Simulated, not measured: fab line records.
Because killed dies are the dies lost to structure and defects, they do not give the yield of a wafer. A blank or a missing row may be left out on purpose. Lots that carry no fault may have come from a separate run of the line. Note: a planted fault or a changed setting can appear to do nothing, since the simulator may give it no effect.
fab line records	flow nandHarc
[record] lots = 12	wafers = 36	lastDay = 24
route steps=1159 shown A_STAIRCASE@548 THIN_TSV@1118 END@1159
lots untouched by any fault: they come from a run of this same line in which no faults occurred
startH: hours from the record's first day to the start of the lot's first wafer shown	waitH: how many hours have passed since the lot's step before this one	" as in the row above	L1.1+2: a row that stands for several wafers	- no value, or no start was given	* or withheld: withheld	< > ~ a bound
route shown NAME@n: a module of which the file shows steps, and the number in the route of the first	usual: average and standard deviation across the fault-free wafers	same: alike in all rows	chamber/n: place in a boat	sites: each site's reading	_std_site: their standard deviation	_edge_site: outer sites' mean less inner sites'	radiusMm: how far each site lies from the wafer's centre	mask NAME#n: copy n	behind: tool/chamber where the wafer was last shaped	hold: cause of the lot's hold/its duration in hours/its outcome	device: the n, p or np transistor that did not switch	end of line: the tests these same wafers got at the end of their route	for a step that has no rows: nothing shown but its recipe	killed: dies that structure and defects cost at the first sort, which is not the same as the wafer's yield	map: a wafer's dies, x killed, . not, _ none there
set.NAME: the setting the step ran with; set.NAME@STEP: the setting that earlier step ran with	model.NAME: the simulator's own value behind a step, which no gauge read
route steps across a sampled set of lots; one table per step, one row per wafer
services: the hour from which a tool's chamber was out of use, counted from the record's first day as startH (under 0 if before that day), plus the number of hours and why
[[steps]]
[step NHARC_A_STAIRCASE_TRIM_12]
[recipe] timeS = 211.2	o2FlowSccm = 500	arFlowSccm = 0	biasW = 0	chemistry = O2
[usual] chamberPressureMTorr = 60.00/0.054	drypumpMotorCurrentA = 5.7/0.32	oesProductAu = 1.000/0.0078	rfVppV = 57.8/0.96	showerheadPlenumPTorr = 3.51/0.16	throttleValvePct = 17.037/0.0093
lot.wafer	tool	chamber	startH	waitH	chamberPressureMTorr	drypumpMotorCurrentA	oesProductAu	rfHoursCounterH	rfVppV	showerheadPlenumPTorr	throttleValvePct
L886.5	rieDiel-03	3	226.88	0.1	59.98	6.1	0.993	-	57.6	3.63	17.039
L886.6	"	1	"	"	59.93	5.8	0.993	-	57.7	3.78	17.048
L886.4	"	2	"	"	60.09	5.8	1.006	-	57.2	3.61	17.040
L888.2	rieDiel-07	2	243.02	0.1	60.07	6.0	0.996	3	57.5	3.37	17.055
L888.1	"	1	"	"	60.02	5.6	0.993	3	56.6	3.33	17.030
L888.6	"	2	"	"	60.06	6.1	0.997	-	58.3	3.37	17.043
L887.2	rieDiel-02	0	243.21	0.1	60.02	5.9	1.008	34	58.1	3.46	17.031
L887.4	"	1	"	"	59.96	5.4	0.999	33	56.8	3.33	17.034
L887.6	"	0	"	"	59.93	6.0	1.011	-	58.8	3.46	17.059
L892.3	rieDiel-02	3	251.26	0.1	60.09	5.0	0.987	36	57.5	3.38	17.034
L892.2	"	0	"	"	59.95	5.9	0.999	38	56.3	3.46	17.027
L892.6	"	3	"	"	60.01	5.0	0.993	-	56.2	3.38	17.039
L890.2	rieDiel-02	0	257.59	0.1	59.96	5.9	0.999	40	57.3	3.45	17.040
L890.3	"	1	"	"	60.05	5.4	1.021	41	57.9	3.33	17.020
L890.4	"	1	"	"	60.10	5.4	1.014	-	57.7	3.33	17.042
L893.2	rieDiel-03	1	277.74	0.1	60.05	5.8	0.994	21	59.4	3.76	17.042
L893.4	"	2	"	"	59.94	5.7	0.993	21	57.8	3.59	17.038
L893.3	"	0	"	"	60.08	5.5	1.003	19	56.0	3.59	17.055
L895.1	rieDiel-02	2	286.24	0.1	60.00	5.4	1.004	43	57.2	3.32	17.008
L895.2	"	3	"	"	60.06	5.0	1.001	48	55.9	3.38	17.034
L895.5	"	2	"	"	60.01	5.4	1.003	-	55.3	3.32	17.020
L894.1	rieDiel-03	0	286.50	0.1	60.00	5.5	0.988	22	57.9	3.59	17.043
L894.6	"	0	"	"	60.02	5.5	0.996	-	58.3	3.59	17.033
L894.5	"	1	"	"	60.02	5.8	0.997	-	56.6	3.76	17.039
L899.1	rieDiel-02	1	308.91	0.1	59.95	5.4	1.018	57	58.5	3.32	17.052
L899.4	"	0	"	"	59.99	5.9	1.003	56	57.8	3.45	17.037
L899.5	"	2	"	"	59.95	5.4	1.005	-	57.5	3.32	17.048
L903.4	rieDiel-02	0	342.07	0.1	59.96	5.9	1.002	1	57.7	3.44	17.030
L903.5	"	0	"	"	60.08	5.9	1.002	-	57.1	3.44	17.021
L903.6	"	1	"	"	59.95	5.4	1.014	-	55.9	3.32	17.048
L906.3	rieDiel-07	1	355.08	0.1	60.00	5.6	0.997	39	57.8	3.31	17.041
L906.2	"	2	"	"	59.97	6.1	1.012	40	57.8	3.35	17.019
L906.4	"	0	"	"	59.91	6.3	1.014	-	58.9	3.79	17.037
L905.4	rieDiel-03	3	363.33	0.1	59.99	6.1	0.999	56	58.4	3.60	17.045
L905.3	"	0	"	"	60.03	5.5	1.002	54	58.8	3.57	17.035
L905.1	"	2	"	"	59.96	5.8	0.999	51	58.1	3.58	17.037
[step NHARC_THIN_TSV_DESCUM_14]
[recipe] timeS = 3	o2FlowSccm = 200	arFlowSccm = 0	biasPowerW = 0	chemistry = O2
[usual] chamberPressureMTorr = 60.00/0.05	drypumpMotorCurrentA = 5.8/0.32	oesProductAu = 0.999/0.0075	rfVppV = 57.9/0.9	showerheadPlenumPTorr = 1.93/0.075	throttleValvePct = 11.311/0.0092
[same] biasPowerW = 0
lot.wafer	tool	chamber	startH	waitH	chamberPressureMTorr	drypumpMotorCurrentA	oesProductAu	rfHoursCounterH	rfVppV	showerheadPlenumPTorr	throttleValvePct
L886.4	rieDiel-08	2	415.63	-	60.04	5.8	1.001	7	58.8	2.05	11.319
L886.5	"	1	"	"	60.04	5.9	1.004	-	57.9	1.92	11.323
L886.6	"	2	"	"	60.03	5.8	0.997	-	59.3	2.05	11.319
L887.4	rieDiel-01	1	425.86	-	60.04	6.2	0.981	11	58.1	2.05	11.314
L887.2	"	2	"	"	59.98	6.2	0.984	11	56.3	2.02	11.321
L887.6	"	0	"	"	59.99	5.4	0.995	-	56.6	1.89	11.314
L888.1	rieDiel-08	3	426.75	-	59.97	5.7	1.002	8	57.2	1.84	11.299
L888.2	"	2	"	"	60.03	5.8	0.997	8	59.3	2.05	11.308
L888.6	"	0	"	"	60.03	5.7	0.994	-	56.7	1.88	11.303
L892.2	rieDiel-08	1	434.35	-	59.96	5.9	0.986	8	58.1	1.92	11.314
L892.3	"	2	"	"	59.95	5.8	1.008	9	58.0	2.05	11.296
L892.6	"	2	"	"	59.91	5.8	1.000	-	58.7	2.05	11.310
L890.2	rieDiel-08	0	443.73	-	59.92	5.6	1.013	9	57.6	1.88	11.296
L890.3	"	1	"	"	60.07	5.9	1.002	9	58.1	1.92	11.312
L890.4	"	3	"	"	59.94	5.7	1.022	9	57.6	1.83	11.316
L893.3	rieDiel-01	2	461.49	-	60.08	6.1	0.993	15	56.4	2.02	11.321
L893.2	"	3	"	"	59.97	5.6	0.999	15	57.0	1.81	11.305
L893.4	"	0	"	"	59.94	5.4	1.002	14	57.2	1.89	11.319
L895.1	rieDiel-01	2	468.74	-	59.96	6.1	1.006	16	57.9	2.02	11.280
L895.2	"	0	"	"	59.86	5.4	0.996	15	59.0	1.89	11.305
L895.5	"	3	"	"	59.98	5.6	1.008	-	57.9	1.81	11.324
L894.1	rieDiel-01	2	469.94	-	59.89	6.2	0.984	17	58.8	2.02	11.316
L894.6	"	2	"	"	60.01	6.2	0.984	-	56.9	2.02	11.310
L894.5	"	3	"	"	59.95	5.6	0.998	-	56.9	1.81	11.309
L899.1	rieDiel-04	1	489.32	-	60.00	5.4	0.993	1	57.9	1.94	11.303
L899.4	"	0	"	"	60.01	6.5	1.001	1	58.8	1.92	11.305
L899.5	"	1	"	"	60.02	5.4	0.993	-	57.7	1.94	11.319
L903.4	rieDiel-01	1	527.42	-	60.07	6.2	0.989	2	58.1	2.05	11.316
L903.5	"	1	"	"	59.92	6.2	1.002	-	60.4	2.05	11.306
L903.6	"	2	"	"	59.97	6.1	0.990	-	56.9	2.02	11.303
L906.4	rieDiel-04	3	547.55	-	59.96	5.5	1.003	5	58.3	1.91	11.306
L906.3	"	0	"	"	59.97	6.5	1.008	5	58.8	1.92	11.324
L906.2	"	1	"	"	60.04	5.4	0.993	6	58.0	1.93	11.306
L905.1	rieDiel-01	0	559.10	-	59.95	5.4	0.997	6	57.8	1.89	11.309
L905.3	"	1	"	"	60.00	6.2	1.002	5	59.2	2.05	11.311
L905.4	"	2	"	"	60.01	6.2	0.999	5	57.8	2.02	11.318
[step NHARC_THIN_TSV_PVD_19]
[recipe] targetThkA = 200	chamberPressurePa = 5	material = TaN
[usual] throttleValvePct = 29.8/1
lot.wafer	tool	chamber	startH	waitH	throttleValvePct
L886.4	pvdSputter-02	-	-	-	30.4
L886.5	"	-	"	"	31.0
L886.6	"	-	"	"	30.5
L887.2	pvdSputter-03	-	-	-	29.1
L887.4	"	-	"	"	30.6
L887.6	"	-	"	"	27.9
L888.2	pvdSputter-02	-	-	-	28.2
L888.1	"	-	"	"	30.5
L888.6	"	-	"	"	28.2
L892.2	pvdSputter-01	-	-	-	30.0
L892.3	"	-	"	"	28.8
L892.6	"	-	"	"	30.1
L890.2	pvdSputter-01	-	-	-	30.0
L890.4	"	-	"	"	29.8
L890.3	"	-	"	"	28.6
L893.2	pvdSputter-02	-	-	-	30.3
L893.3	"	-	"	"	28.5
L893.4	"	-	"	"	31.3
L895.2	pvdSputter-02	-	-	-	31.0
L895.1	"	-	"	"	28.5
L895.5	"	-	"	"	30.2
L894.1	pvdSputter-03	-	-	-	30.3
L894.6	"	-	"	"	29.8
L894.5	"	-	"	"	27.8
L899.1	pvdSputter-03	-	-	-	30.0
L899.4	"	-	"	"	27.7
L899.5	"	-	"	"	30.2
L903.4	pvdSputter-03	-	-	-	29.6
L903.6	"	-	"	"	27.7
L903.5	"	-	"	"	29.4
L906.3	pvdSputter-01	-	-	-	29.4
L906.4	"	-	"	"	31.1
L906.2	"	-	"	"	29.1
L905.4	pvdSputter-02	-	-	-	30.3
L905.1	"	-	"	"	29.7
L905.3	"	-	"	"	28.4
[step NHARC_THIN_TSV_PRE_CLEAN_54]
[recipe] timeS = 30	tempC = 280	gas = H2/He
[usual] heaterPowerW = 411/47
lot.wafer	tool	chamber	startH	waitH	heaterPowerW
L886.4	pvdSputter-01	-	420.46	0.0	383
L886.6	"	-	"	"	373
L886.5	"	-	"	"	387
L887.2	pvdSputter-02	-	430.55	0.0	426
L887.4	"	-	"	"	370
L887.6	"	-	"	"	473
L888.2	pvdSputter-02	-	431.64	0.1	362
L888.1	"	-	"	"	335
L888.6	"	-	"	"	483
L892.3	pvdSputter-02	-	439.15	0.1	336
L892.2	"	-	"	"	423
L892.6	"	-	"	"	373
L890.3	pvdSputter-02	-	448.38	0.1	368
L890.4	"	-	"	"	331
L890.2	"	-	"	"	418
L893.4	pvdSputter-02	-	469.08	0.1	368
L893.3	"	-	"	"	351
L893.2	"	-	"	"	416
L895.1	pvdSputter-03	-	473.60	0.1	363
L895.2	"	-	"	"	424
L895.5	"	-	"	"	360
L894.1	pvdSputter-01	-	474.64	0.1	405
L894.6	"	-	"	"	396
L894.5	"	-	"	"	482
L899.4	pvdSputter-03	-	494.24	0.0	444
L899.1	"	-	"	"	466
L899.5	"	-	"	"	444
L903.4	pvdSputter-01	-	532.20	0.1	399
L903.5	"	-	"	"	392
L903.6	"	-	"	"	390
L906.4	pvdSputter-01	-	552.61	0.0	392
L906.2	"	-	"	"	410
L906.3	"	-	"	"	392
L905.3	pvdSputter-01	-	564.12	0.1	398
L905.1	"	-	"	"	471
L905.4	"	-	"	"	428
[step NHARC_END_SORT_01]
[recipe] tempC = 25
[usual] killedAtArray = 28/12	killedAtOther = 0.8/1.1	killedAtPeriphery = 3.6/2.3	killedDies = 32/12	killedOpen = 3.4/1.9	killedShort = 2.0/1.3
[same] grossDies = 677
lot.wafer	tool	chamber	startH	waitH	killedAtArray	killedAtOther	killedAtPeriphery	killedDies	killedOpen	killedShort
L899.1	prober-02	0	504.02	2.5	18	0	5	23	3	2
L899.4	prober-02	0	506.42	3.4	107	1	5	113	2	1
L899.5	prober-02	0	507.22	3.7	9	0	8	17	1	2
L903.4	prober-01	0	546.44	3.4	118	3	6	127	2	2
L903.5	prober-01	0	547.23	3.7	118	3	3	124	1	2
L903.6	prober-01	0	548.02	3.9	28	3	1	32	2	4
// killed by level:class
L899.1 A_STAIRCASE:chamberFilmFlake=6 P_GATE:chamberFilmFlake=4 A_CONTACT:geometricParticle:open=3 A_CHANNEL_HOLE_D1:chamberFilmFlake=3 A_WL_FILL:chamberFilmFlake=2 A_CONTACT:chamberFilmFlake=2 A_SOURCE_PLATE:geometricParticle:short=1 A_WL_FILL:geometricParticle:short=1
L899.4 A_STAIRCASE:unspecified=98 A_CHANNEL_HOLE_D1:chamberFilmFlake=5 P_BONDPAD:chamberFilmFlake=3 A_CONTACT:geometricParticle:open=2 P_GATE:chamberFilmFlake=2 A_M0:geometricParticle:short=1 A_STAIRCASE:chamberFilmFlake=1 THIN_TSV:chamberFilmFlake=1
L899.5 A_CHANNEL_HOLE_D1:chamberFilmFlake=5 P_GATE:chamberFilmFlake=3 A_WL_FILL:chamberFilmFlake=2 P_CONTACT:geometricParticle:short=1 P_M0:geometricParticle:open=1 A_CONTACT:geometricParticle:short=1 P_ZERO_WELL:chamberFilmFlake=1 P_M1:chamberFilmFlake=1
L903.4 A_STAIRCASE:unspecified=92 A_CHANNEL_HOLE_D1:chamberFilmFlake=15 A_CONTACT:chamberFilmFlake=7 P_ZERO_WELL:chamberFilmFlake=4 A_SGD_CUT:geometricParticle:open=2 THIN_TSV:chamberFilmFlake=2 P_M0:geometricParticle:short=1 A_BLC:geometricParticle:short=1
L903.5 A_STAIRCASE:unspecified=93 A_CHANNEL_HOLE_D1:chamberFilmFlake=15 A_CONTACT:chamberFilmFlake=6 P_GATE:chamberFilmFlake=2 HYBRID_BOND:chamberFilmFlake=2 A_ONON_D1:geometricParticle:short=1 A_CHANNEL_FILL_D1:geometricParticle:open=1 A_CONTACT:geometricParticle:short=1
L903.6 A_CHANNEL_HOLE_D1:chamberFilmFlake=20 A_WL_FILL:geometricParticle:short=3 HYBRID_BOND:chamberFilmFlake=2 P_M0:geometricParticle:open=1 A_ONON_D1:geometricParticle:open=1 A_CONTACT:geometricParticle:short=1 A_STAIRCASE:chamberFilmFlake=1 A_WL_FILL:chamberFilmFlake=1
[[services]]
tool	chamber	startH	hours	kind
pvdSputter-02	-	214.00	10.0	pm
pvdSputter-03	-	218.39	12.4	repair
rieDiel-01	0	224.17	1.5	repair
rieDiel-02	2	254.31	11.7	repair
pvdSputter-03	-	280.00	10.0	pm
pvdSputter-02	-	310.37	3.2	repair
pvdSputter-01	-	314.82	0.5	repair
pvdSputter-01	-	320.32	4.7	repair
rieDiel-01	-	323.07	9.0	pm
rieDiel-02	-	328.11	9.0	pm
pvdSputter-01	-	336.02	10.0	pm
pvdSputter-02	-	370.83	3.6	repair
pvdSputter-03	-	380.24	1.5	repair
pvdSputter-02	-	392.02	10.0	pm
pvdSputter-03	-	393.57	0.7	repair
rieDiel-01	-	405.94	2.3	repair
pvdSputter-03	-	420.85	6.7	repair
pvdSputter-01	-	428.68	8.1	repair
pvdSputter-03	-	458.00	10.0	pm
rieDiel-02	2	460.30	4.5	repair
rieDiel-02	3	461.27	20.9	repair
rieDiel-01	-	500.10	9.0	pm
pvdSputter-01	-	514.02	10.0	pm
pvdSputter-01	-	545.14	1.0	repair
[[key]]
[firstSign] step = NHARC_END_SORT_01	reading = killedDies	direction = up	sigmas = 7.8	usual = 32	struck = 121
[effect] step = NHARC_END_SORT_01	reading = killedAtArray	direction = up	sigmas = 7.4	usual = 28	struck = 114
[moreKillsBornAt] NHARC_A_STAIRCASE_TRIM_12@rieDiel-02 = 282
metAt NHARC_A_STAIRCASE_TRIM_12
struckLots L899,L903
struckWafers L899.4,L903.4,L903.5
testerLeftOut L899,L903
notActingAt NHARC_THIN_TSV_DESCUM_14,NHARC_THIN_TSV_PVD_19,NHARC_THIN_TSV_PRE_CLEAN_54
onsetBetween 257.59 308.91
[fault] kind = chamberParticleSource	tool = rieDiel-02	chamber = 0	onsetH = 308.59	steps = NHARC_A_STAIRCASE_TRIM_12	ratePerVisitCm2 = 2.1901	endH = 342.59
// testerLeftOut: of these lots the tester's yield and bins aren't shown, on N5 and GAA mostly nor the transistor test; their killed dies are dies lost to structure and defects alone, not to doping, threshold or leakage, so they don't give the yield
